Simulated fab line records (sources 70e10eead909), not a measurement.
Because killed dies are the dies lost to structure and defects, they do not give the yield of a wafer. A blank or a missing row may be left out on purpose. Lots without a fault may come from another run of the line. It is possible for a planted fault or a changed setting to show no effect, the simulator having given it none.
fab line records -- flow nand_harc -- part 1 of 2: steps 1 to 4 of 6
record: lots: 24, wafers: 72, last_day: 24
route steps=1159 shown A_CHANNEL_HOLE_D1@488 A_CHANNEL_FILL_D1@494 A_STAIRCASE@532
lots that met no fault: from a run of the same line without faults
start_h: the number of hours between the record's first day and the start of the first shown wafer of the lot -- wait_h: hours from the lot's prior step to this one -- " identical to the entry in the row above -- L1.1+2: one row covering several wafers at once -- - no value, or no start was given -- * or withheld: withheld -- < > ~ a bound
route shown NAME@n: names a module that has steps shown in the file, with the first one's number in the route -- usual: mean/standard deviation taken from wafers without a fault -- same: alike in all rows -- chamber/n: place in a boat -- sites: readings site by site -- _std_site: their standard deviation -- _edge_site: mean of outer sites minus mean of inner sites -- radius_mm: how far each site lies from the wafer's centre -- mask NAME#n: copy n -- behind: the most recent tool/chamber to have shaped the wafer -- hold: reason for holding the lot/hours on hold/outcome of the hold -- device: the n, p or np transistor that did not switch -- end of line: the tests these same wafers got at the end of their route -- a step without rows: its recipe alone -- killed: count of dies lost to structure and defects at first sort (not the wafer's yield) -- map: a wafer's dies, marking killed ones x, the rest . and places with no die _
set.NAME: the setting as run; set.NAME@STEP: as run at that earlier step -- model.NAME: the simulator's own value behind a step, which no gauge read
a sample of lots followed through the steps of the route, with each step as a table and each wafer as a row
services: a tool's chamber out of use, with start hour (start_h, from the record's first day; less than 0 if before it), hours out, and reason
== steps ==
step: NHARC_A_CHANNEL_HOLE_D1_XSEM_31
recipe: landing_energy_ev: 35000
usual: bot_cd_nm: 74.6/1.4, bow_nm: 8.5/0.3, tilt_deg: 0.07/0.032
lot.wafer,tool,chamber,start_h,wait_h,bot_cd_nm,bow_nm,tilt_deg
L076.1,xsem-01,0,192.32,0.1,76.7,8.6,0.05
L076.2,xsem-01,0,192.32,0.1,75.8,8.7,0.05
L076.6,xsem-01,0,192.32,0.1,76.3,8.7,0.05
L074.1,xsem-02,0,192.48,0.1,74.7,8.5,0.05
L074.2,xsem-02,0,192.48,0.1,75.1,8.4,0.05
L074.5,xsem-02,0,192.48,0.1,75.6,8.4,0.05
L075.1,xsem-01,0,196.68,0.1,75.3,8.8,0.02
L075.3,xsem-01,0,196.68,0.1,74.2,8.8,0.02
L075.4,xsem-01,0,196.68,0.1,77.6,8.9,0.02
L078.1,xsem-02,0,198.55,0.1,73.2,8.7,0.04
L078.3,xsem-02,0,198.55,0.1,73.1,8.7,0.04
L078.4,xsem-02,0,198.55,0.1,73.4,8.7,0.04
L079.1,xsem-01,0,204.66,0.1,73.7,9.0,0.03
L079.3,xsem-01,0,204.66,0.1,74.7,9.0,0.02
L079.4,xsem-01,0,204.66,0.1,78.4,8.9,0.02
L077.2,xsem-02,0,205.05,0.1,75.3,8.2,0.03
L077.3,xsem-02,0,205.05,0.1,77.0,8.3,0.03
L077.4,xsem-02,0,205.05,0.1,74.9,8.2,0.03
L080.3,xsem-01,0,216.62,0.1,74.6,8.7,0.04
L080.4,xsem-01,0,216.62,0.1,77.3,8.6,0.05
L080.6,xsem-01,0,216.62,0.1,75.4,8.6,0.05
L081.1,xsem-02,0,227.17,0.1,72.5,8.6,0.07
L081.2,xsem-02,0,227.17,0.1,71.8,8.6,0.07
L081.6,xsem-02,0,227.17,0.1,74.5,8.6,0.07
L082.1,xsem-01,0,230.31,0.1,73.9,8.3,0.08
L082.2,xsem-01,0,230.31,0.1,74.2,8.4,0.08
L082.5,xsem-01,0,230.31,0.1,75.8,8.3,0.07
L083.1,xsem-02,0,231.33,0.1,75.9,8.5,0.00
L083.2,xsem-02,0,231.33,0.1,75.2,8.5,0.00
L083.6,xsem-02,0,231.33,0.1,75.3,8.5,0.00
L084.1,xsem-01,0,239.66,0.1,73.3,8.4,0.07
L084.3,xsem-01,0,239.66,0.1,73.3,8.4,0.07
L084.4,xsem-01,0,239.66,0.1,73.9,8.5,0.07
L089.2,xsem-02,0,255.63,0.1,74.8,8.8,0.11
L089.4,xsem-02,0,255.63,0.1,73.1,8.8,0.11
L089.6,xsem-02,0,255.63,0.1,74.8,8.8,0.11
L085.1,xsem-01,0,255.73,0.1,73.5,8.4,0.07
L085.2,xsem-01,0,255.73,0.1,76.6,8.2,0.07
L085.3,xsem-01,0,255.73,0.1,72.9,8.3,0.07
L087.2,xsem-02,0,259.81,0.1,74.5,8.1,0.11
L087.4,xsem-02,0,259.81,0.1,71.9,8.2,0.11
L087.5,xsem-02,0,259.81,0.1,75.1,8.2,0.10
L086.1,xsem-01,0,266.98,0.1,71.2,8.9,0.07
L086.3,xsem-01,0,266.98,0.1,73.1,9.0,0.08
L086.6,xsem-01,0,266.98,0.1,73.0,8.9,0.07
L088.1,xsem-01,0,277.78,0.1,75.7,8.9,0.04
L088.2,xsem-01,0,277.78,0.1,75.3,8.9,0.04
L088.5,xsem-01,0,277.78,0.1,74.4,8.9,0.04
L090.3,xsem-02,0,277.78,0.1,75.5,8.9,0.09
L090.5,xsem-02,0,277.78,0.1,75.0,9.0,0.09
L090.6,xsem-02,0,277.78,0.1,76.2,9.0,0.09
L092.4,xsem-02,0,286.24,0.1,73.8,9.0,0.07
L092.5,xsem-02,0,286.24,0.1,74.6,8.9,0.07
L092.6,xsem-02,0,286.24,0.1,74.8,8.9,0.07
L091.1,xsem-01,0,286.47,0.1,77.2,8.5,0.09
L091.3,xsem-01,0,286.47,0.1,73.9,8.5,0.09
L091.4,xsem-01,0,286.47,0.1,73.7,8.5,0.09
L094.1,xsem-02,0,299.13,0.1,75.6,8.1,0.08
L094.2,xsem-02,0,299.13,0.1,76.4,8.0,0.08
L094.6,xsem-02,0,299.13,0.1,75.2,8.0,0.08
L093.3,xsem-01,0,300.16,0.1,74.9,8.1,0.14
L093.4,xsem-01,0,300.16,0.1,74.4,8.1,0.14
L093.6,xsem-01,0,300.16,0.1,75.7,8.0,0.14
L095.1,xsem-01,0,305.92,0.1,74.0,8.3,0.05
L095.4,xsem-01,0,305.92,0.1,74.1,8.3,0.05
L095.6,xsem-01,0,305.92,0.1,76.1,8.3,0.05
L097.2,xsem-01,0,312.42,0.1,75.0,8.1,0.10
L097.4,xsem-01,0,312.42,0.1,74.1,8.1,0.10
L097.6,xsem-01,0,312.42,0.1,75.2,8.0,0.10
L096.2,xsem-02,0,316.60,0.1,73.4,8.3,0.06
L096.3,xsem-02,0,316.60,0.1,73.5,8.4,0.06
L096.6,xsem-02,0,316.60,0.1,72.5,8.3,0.06
step: NHARC_A_CHANNEL_FILL_D1_ALD_14
recipe: target_thk_a: 25, pulse_time_s: 10, ald_cycles: 25, temp_c: 300, material: SiO2
usual: heater_power_w: 470/54, precursor_pulse_height_rel: 1.000/0.021
lot.wafer,tool,chamber,start_h,wait_h,heater_power_w,precursor_pulse_height_rel
L075.4,ald_hk-04,1,204.11,0.1,432,1.009
L075.3,ald_hk-04,2,204.11,0.1,474,0.996
L075.1,ald_hk-04,3,204.11,0.1,552,0.979
L074.1,ald_hk-04,0,204.29,0.3,385,1.004
L074.2,ald_hk-04,1,204.29,0.3,428,1.003
L074.5,ald_hk-04,1,204.29,0.3,431,0.954
L076.2,ald_hk-02,0,204.44,0.4,616,0.998
L076.1,ald_hk-02,1,204.44,0.4,454,0.983
L076.6,ald_hk-02,0,204.44,0.4,599,0.985
L078.4,ald_hk-02,2,207.12,0.0,472,1.025
L078.3,ald_hk-02,0,207.12,0.0,585,1.010
L078.1,ald_hk-02,1,207.12,0.0,450,0.997
L077.2,ald_hk-02,3,211.99,0.1,435,0.971
L077.3,ald_hk-02,0,211.99,0.1,587,1.015
L077.4,ald_hk-02,1,211.99,0.1,478,1.023
L079.3,ald_hk-04,3,212.01,0.1,541,0.990
L079.1,ald_hk-04,0,212.01,0.1,378,0.962
L079.4,ald_hk-04,1,212.01,0.1,437,0.993
L080.3,ald_hk-04,1,223.99,0.1,423,0.997
L080.4,ald_hk-04,2,223.99,0.1,468,0.985
L080.6,ald_hk-04,3,223.99,0.1,560,1.019
L081.1,ald_hk-01,2,239.03,4.6,456,1.039
L081.2,ald_hk-01,3,239.03,4.6,483,1.042
L081.6,ald_hk-01,1,239.03,4.6,442,0.983
L082.1,ald_hk-01,2,239.32,1.7,455,1.021
L082.2,ald_hk-01,3,239.32,1.7,491,1.000
L082.5,ald_hk-01,2,239.32,1.7,452,1.016
L083.2,ald_hk-01,0,239.92,2.3,451,1.010
L083.1,ald_hk-01,1,239.92,2.3,432,1.035
L083.6,ald_hk-01,3,239.92,2.3,483,1.012
L084.4,ald_hk-01,2,247.78,0.1,456,0.995
L084.3,ald_hk-01,3,247.78,0.1,486,1.016
L084.1,ald_hk-01,0,247.78,0.1,452,0.978
L085.1,ald_hk-01,1,262.93,0.0,434,1.011
L085.2,ald_hk-01,2,262.93,0.0,450,1.020
L085.3,ald_hk-01,3,262.93,0.0,485,0.989
L089.4,ald_hk-04,1,262.93,0.0,432,0.995
L089.2,ald_hk-04,3,262.93,0.0,553,1.007
L089.6,ald_hk-04,2,262.93,0.0,480,1.038
L087.4,ald_hk-01,3,267.28,0.2,501,0.970
L087.2,ald_hk-01,0,267.28,0.2,456,0.991
L087.5,ald_hk-01,1,267.28,0.2,440,1.005
L086.1,ald_hk-02,1,275.50,0.6,484,1.023
L086.3,ald_hk-02,3,275.50,0.6,449,0.990
L086.6,ald_hk-02,1,275.50,0.6,464,0.993
L090.3,ald_hk-01,3,285.99,0.9,477,1.022
L090.5,ald_hk-01,2,285.99,0.9,462,1.002
L090.6,ald_hk-01,3,285.99,0.9,487,0.983
L088.1,ald_hk-01,0,286.17,1.1,458,1.003
L088.2,ald_hk-01,3,286.17,1.1,487,1.041
L088.5,ald_hk-01,0,286.17,1.1,450,0.989
L091.1,ald_hk-02,1,293.60,0.1,508,1.004
L091.4,ald_hk-02,2,293.60,0.1,450,0.993
L091.3,ald_hk-02,3,293.60,0.1,444,1.008
L092.4,ald_hk-02,3,293.90,0.4,441,0.935
L092.6,ald_hk-02,0,293.90,0.4,578,0.990
L092.5,ald_hk-02,1,293.90,0.4,515,0.982
L094.2,ald_hk-02,1,306.50,0.0,513,1.012
L094.1,ald_hk-02,3,306.50,0.0,451,1.013
L094.6,ald_hk-02,2,306.50,0.0,460,1.035
L093.4,ald_hk-04,0,306.55,0.1,376,0.961
L093.3,ald_hk-04,2,306.55,0.1,472,0.968
L093.6,ald_hk-04,3,306.55,0.1,575,0.972
L095.4,ald_hk-01,0,313.26,0.0,447,0.994
L095.1,ald_hk-01,2,313.26,0.0,459,1.020
L095.6,ald_hk-01,1,313.26,0.0,442,1.010
L097.2,ald_hk-04,3,321.09,1.4,550,1.008
L097.4,ald_hk-04,2,321.09,1.4,469,1.009
L097.6,ald_hk-04,0,321.09,1.4,367,1.018
L096.3,ald_hk-01,2,323.98,0.1,457,0.961
L096.2,ald_hk-01,3,323.98,0.1,495,0.990
L096.6,ald_hk-01,2,323.98,0.1,443,0.976
step: NHARC_A_CHANNEL_FILL_D1_ALD_15
recipe: target_thk_a: 20, pulse_time_s: 60, ald_cycles: 19, temp_c: 630, pressure_torr: 2, material: SiNx
usual: chamber_pressure_Torr: 2.000/0.0046, precursor_pulse_height_rel: 1.004/0.02
lot.wafer,tool,chamber,start_h,wait_h,chamber_pressure_Torr,precursor_pulse_height_rel
L074.1,ald_sin_batch-01,0,-,-,1.999,1.012
L074.2,ald_sin_batch-01,0,-,-,1.995,0.986
L074.5,ald_sin_batch-01,0,-,-,2.003,1.027
L075.1,ald_sin_batch-01,0,-,-,1.993,0.965
L075.3,ald_sin_batch-01,0,-,-,1.999,1.013
L075.4,ald_sin_batch-01,0,-,-,1.995,0.972
L076.1,ald_sin_batch-01,0,207.20,2.6,1.995,0.979
L076.2,ald_sin_batch-01,0,207.20,2.6,2.004,1.002
L076.6,ald_sin_batch-01,0,207.20,2.6,1.992,1.022
L078.1,ald_sin_batch-03,0,-,-,1.999,0.999
L078.3,ald_sin_batch-03,0,-,-,1.998,1.048
L078.4,ald_sin_batch-03,0,-,-,1.987,1.043
L077.2,ald_sin_batch-01,0,-,-,2.005,1.031
L077.3,ald_sin_batch-01,0,-,-,1.997,1.034
L077.4,ald_sin_batch-01,0,-,-,2.004,0.977
L079.1,ald_sin_batch-01,0,-,-,1.996,0.995
L079.3,ald_sin_batch-01,0,-,-,2.002,1.000
L079.4,ald_sin_batch-01,0,-,-,1.997,1.016
L080.3,ald_sin_batch-03,0,-,-,1.996,1.003
L080.4,ald_sin_batch-03,0,-,-,1.993,0.991
L080.6,ald_sin_batch-03,0,-,-,1.992,1.044
L081.1,ald_sin_batch-01,0,242.23,3.1,2.001,1.034
L081.2,ald_sin_batch-01,0,242.23,3.1,1.998,1.022
L081.6,ald_sin_batch-01,0,242.23,3.1,1.994,0.972
L082.1,ald_sin_batch-01,0,242.23,2.8,1.997,0.979
L082.2,ald_sin_batch-01,0,242.23,2.8,1.998,1.041
L082.5,ald_sin_batch-01,0,242.23,2.8,2.007,0.991
L083.1,ald_sin_batch-01,0,242.23,2.2,2.002,0.998
L083.2,ald_sin_batch-01,0,242.23,2.2,2.001,0.995
L083.6,ald_sin_batch-01,0,242.23,2.2,1.996,0.944
L084.1,ald_sin_batch-02,0,251.06,3.1,2.001,0.994
L084.3,ald_sin_batch-02,0,251.06,3.1,2.002,0.985
L084.4,ald_sin_batch-02,0,251.06,3.1,1.998,1.008
L085.1,ald_sin_batch-01,0,266.06,3.1,2.005,0.983
L085.2,ald_sin_batch-01,0,266.06,3.1,1.998,0.967
L085.3,ald_sin_batch-01,0,266.06,3.1,2.002,1.006
L089.2,ald_sin_batch-01,0,-,-,1.992,0.988
L089.4,ald_sin_batch-01,0,-,-,2.000,1.018
L089.6,ald_sin_batch-01,0,-,-,1.998,0.999
L087.2,ald_sin_batch-02,0,270.47,3.1,1.997,0.995
L087.4,ald_sin_batch-02,0,270.47,3.1,2.000,1.006
L087.5,ald_sin_batch-02,0,270.47,3.1,2.001,0.967
L086.1,ald_sin_batch-01,0,-,-,1.999,0.973
L086.3,ald_sin_batch-01,0,-,-,2.004,1.025
L086.6,ald_sin_batch-01,0,-,-,2.002,0.990
L088.1,ald_sin_batch-01,0,-,-,2.008,0.974
L088.2,ald_sin_batch-01,0,-,-,2.001,1.030
L088.5,ald_sin_batch-01,0,-,-,2.001,0.998
L090.3,ald_sin_batch-01,0,-,-,2.008,0.993
L090.5,ald_sin_batch-01,0,-,-,2.004,1.005
L090.6,ald_sin_batch-01,0,-,-,2.003,0.999
L091.1,ald_sin_batch-03,0,-,-,1.998,0.986
L091.3,ald_sin_batch-03,0,-,-,1.995,1.041
L091.4,ald_sin_batch-03,0,-,-,2.002,1.011
L092.4,ald_sin_batch-03,0,-,-,2.004,1.003
L092.5,ald_sin_batch-03,0,-,-,2.006,0.985
L092.6,ald_sin_batch-03,0,-,-,2.005,1.009
L093.3,ald_sin_batch-01,0,-,-,1.993,1.011
L093.4,ald_sin_batch-01,0,-,-,2.002,1.007
L093.6,ald_sin_batch-01,0,-,-,2.001,0.978
L094.1,ald_sin_batch-01,0,-,-,1.993,0.994
L094.2,ald_sin_batch-01,0,-,-,1.998,1.015
L094.6,ald_sin_batch-01,0,-,-,2.001,0.997
L095.1,ald_sin_batch-02,0,-,-,2.008,1.004
L095.4,ald_sin_batch-02,0,-,-,2.011,1.032
L095.6,ald_sin_batch-02,0,-,-,2.003,0.981
L097.2,ald_sin_batch-01,0,-,-,1.998,0.981
L097.4,ald_sin_batch-01,0,-,-,2.004,0.995
L097.6,ald_sin_batch-01,0,-,-,1.999,0.995
L096.2,ald_sin_batch-02,0,-,-,1.999,0.975
L096.3,ald_sin_batch-02,0,-,-,2.003,1.043
L096.6,ald_sin_batch-02,0,-,-,2.000,1.011
step: NHARC_A_STAIRCASE_ETCH_170
recipe: target_depth_a: 2000, time_s: 66.667, ion_energy_ev: 250, c4f6_flow_sccm: 25, o2_flow_sccm: 20, ar_flow_sccm: 500, rf_w: 600, bias_w: 500, chemistry: C4F6/O2
usual: c4f6_flow_sccm: 25.01/0.071, drypump_motor_current_A: 5.9/0.39, oes_product_au: 0.968/0.018, rf_vpp_V: 545/3.2, showerhead_plenum_p_Torr: 3.84/0.15, throttle_valve_pct: 26.903/0.0087
same: time_s: 66.667
lot.wafer,tool,chamber,start_h,wait_h,c4f6_flow_sccm,drypump_motor_current_A,oes_product_au,rf_hours_counter_h,rf_vpp_V,showerhead_plenum_p_Torr,throttle_valve_pct
L075.1,rie_diel-13,3,-,-,24.91,6.4,0.967,51,539,3.65,26.905
L075.3,rie_diel-13,1,-,-,25.02,6.2,0.991,49,549,4.06,26.892
L075.4,rie_diel-13,2,-,-,24.96,6.0,0.970,51,549,4.03,26.908
L076.1,rie_diel-01,1,-,-,24.91,5.9,0.939,35,545,3.82,26.900
L076.2,rie_diel-01,2,-,-,25.02,6.2,0.941,37,544,3.77,26.901
L076.6,rie_diel-01,3,-,-,25.09,5.2,0.947,-,543,3.69,26.904
L078.4,rie_diel-01,0,-,-,24.98,6.1,0.947,37,548,4.03,26.924
L078.1,rie_diel-01,1,-,-,24.93,5.8,0.939,36,545,3.82,26.903
L078.3,rie_diel-01,2,-,-,24.98,6.2,0.961,37,544,3.77,26.914
L074.2,rie_diel-01,0,-,-,25.08,6.1,0.942,38,548,4.03,26.902
L074.1,rie_diel-01,2,-,-,24.94,6.2,0.969,38,543,3.78,26.918
L074.5,rie_diel-01,3,-,-,25.13,5.2,0.975,-,543,3.69,26.905
L079.4,rie_diel-03,3,-,-,24.95,6.2,0.977,11,546,3.91,26.901
L079.3,rie_diel-03,0,-,-,24.87,5.9,0.962,11,545,3.90,26.904
L079.1,rie_diel-03,1,-,-,25.12,6.1,0.963,10,540,3.66,26.906
L077.4,rie_diel-01,0,-,-,25.07,6.1,0.943,40,549,4.03,26.889
L077.2,rie_diel-01,2,-,-,25.03,6.2,0.955,40,544,3.77,26.904
L077.3,rie_diel-01,3,-,-,25.10,5.3,0.960,42,543,3.68,26.914
L080.4,rie_diel-13,3,-,-,25.04,6.4,0.952,60,542,3.64,26.892
L080.3,rie_diel-13,0,-,-,24.99,5.0,0.992,60,543,3.73,26.900
L080.6,rie_diel-13,2,-,-,25.05,6.1,0.957,-,548,4.03,26.907
L083.1,rie_diel-01,1,-,-,24.89,5.9,0.966,51,543,3.81,26.894
L083.2,rie_diel-01,3,-,-,25.06,5.2,0.959,55,542,3.68,26.899
L083.6,rie_diel-01,0,-,-,24.96,6.1,0.964,-,549,4.02,26.898
L082.1,rie_diel-03,3,-,-,25.10,6.2,0.988,23,547,3.90,26.913
L082.2,rie_diel-03,2,-,-,25.01,6.3,0.986,21,542,3.67,26.905
L082.5,rie_diel-03,0,-,-,25.10,5.9,0.984,-,547,3.90,26.913
L081.1,rie_diel-13,1,-,-,24.98,6.3,0.965,0,549,4.05,26.896
L081.2,rie_diel-13,2,-,-,25.01,6.1,0.957,0,548,4.03,26.922
L081.6,rie_diel-13,1,-,-,25.04,6.2,0.970,-,550,4.05,26.909
L084.1,rie_diel-01,1,-,-,24.93,5.9,0.970,56,543,3.81,26.911
L084.3,rie_diel-01,3,-,-,25.13,5.3,0.970,60,543,3.67,26.892
L084.4,rie_diel-01,0,-,-,25.03,6.1,0.968,58,548,4.02,26.903
L089.4,rie_diel-03,2,-,-,25.09,6.3,0.990,28,543,3.67,26.906
L089.2,rie_diel-03,0,-,-,25.07,5.8,0.976,29,546,3.89,26.898
L089.6,rie_diel-03,2,-,-,24.95,6.3,0.985,-,542,3.67,26.888
L085.3,rie_diel-01,2,-,-,24.96,6.2,0.978,59,545,3.76,26.925
L085.2,rie_diel-01,3,-,-,24.97,5.2,0.967,62,541,3.67,26.901
L085.1,rie_diel-01,0,-,-,25.03,6.1,0.945,61,550,4.02,26.904
L087.4,rie_diel-01,1,-,-,24.97,5.9,0.949,63,545,3.80,26.894
L087.2,rie_diel-01,3,-,-,24.97,5.3,0.957,66,543,3.67,26.908
L087.5,rie_diel-01,0,-,-,24.87,6.1,0.943,-,549,4.02,26.891
L086.1,rie_diel-03,0,-,-,25.08,5.9,0.983,36,547,3.89,26.909
L086.3,rie_diel-03,2,-,-,25.01,6.3,0.986,39,542,3.66,26.884
L086.6,rie_diel-03,3,-,-,24.97,6.2,0.985,-,545,3.89,26.909
L090.3,rie_diel-01,1,-,-,25.09,5.9,0.978,0,544,3.80,26.911
L090.6,rie_diel-01,0,-,-,24.91,6.1,0.974,-,549,4.01,26.916
L090.5,rie_diel-01,1,-,-,25.05,5.9,0.970,-,544,3.80,26.905
L088.1,rie_diel-01,0,-,-,24.88,6.1,0.941,0,550,4.01,26.895
L088.2,rie_diel-01,1,-,-,24.90,5.8,0.949,0,544,3.80,26.892
L088.5,rie_diel-01,2,-,-,25.06,6.2,0.957,-,544,3.76,26.897
L092.4,rie_diel-13,2,-,-,24.99,6.1,0.998,19,547,4.02,26.915
L092.5,rie_diel-13,3,-,-,25.06,6.4,0.985,-,552,4.21,26.912
L092.6,rie_diel-13,0,-,-,24.95,5.0,0.999,-,542,3.72,26.912
L091.1,rie_diel-03,2,-,-,24.96,6.3,0.977,46,539,3.66,26.895
L091.3,rie_diel-03,3,-,-,25.00,6.2,0.974,46,546,3.89,26.903
L091.4,rie_diel-03,3,-,-,25.08,6.2,0.979,-,547,3.89,26.895
L094.2,rie_diel-13,2,-,-,24.95,6.0,0.962,24,546,4.01,26.912
L094.1,rie_diel-13,3,-,-,24.88,6.4,0.979,25,553,4.21,26.903
L094.6,rie_diel-13,1,-,-,24.97,6.2,0.983,-,549,4.03,26.901
L093.3,rie_diel-01,2,-,-,25.16,6.2,0.935,8,542,3.76,26.906
L093.4,rie_diel-01,0,-,-,25.01,6.1,0.936,7,549,4.01,26.906
L093.6,rie_diel-01,1,-,-,24.93,5.8,0.967,-,545,3.80,26.897
L095.1,rie_diel-03,2,-,-,25.08,6.3,0.951,52,542,3.66,26.900
L095.4,rie_diel-03,3,-,-,25.00,6.2,0.947,-,547,3.88,26.909
L095.6,rie_diel-03,0,-,-,24.97,5.8,0.945,-,546,3.88,26.919
L097.2,rie_diel-01,0,-,-,25.00,6.1,0.964,13,550,4.01,26.897
L097.4,rie_diel-01,1,-,-,25.04,5.9,0.998,15,544,3.80,26.896
L097.6,rie_diel-01,3,-,-,25.00,5.2,0.994,-,541,3.66,26.892
L096.3,rie_diel-01,3,-,-,24.97,5.2,0.984,14,541,3.66,26.895
L096.2,rie_diel-01,1,-,-,25.09,5.8,1.003,15,543,3.80,26.899
L096.6,rie_diel-01,2,-,-,24.91,6.2,0.983,-,544,3.75,26.913
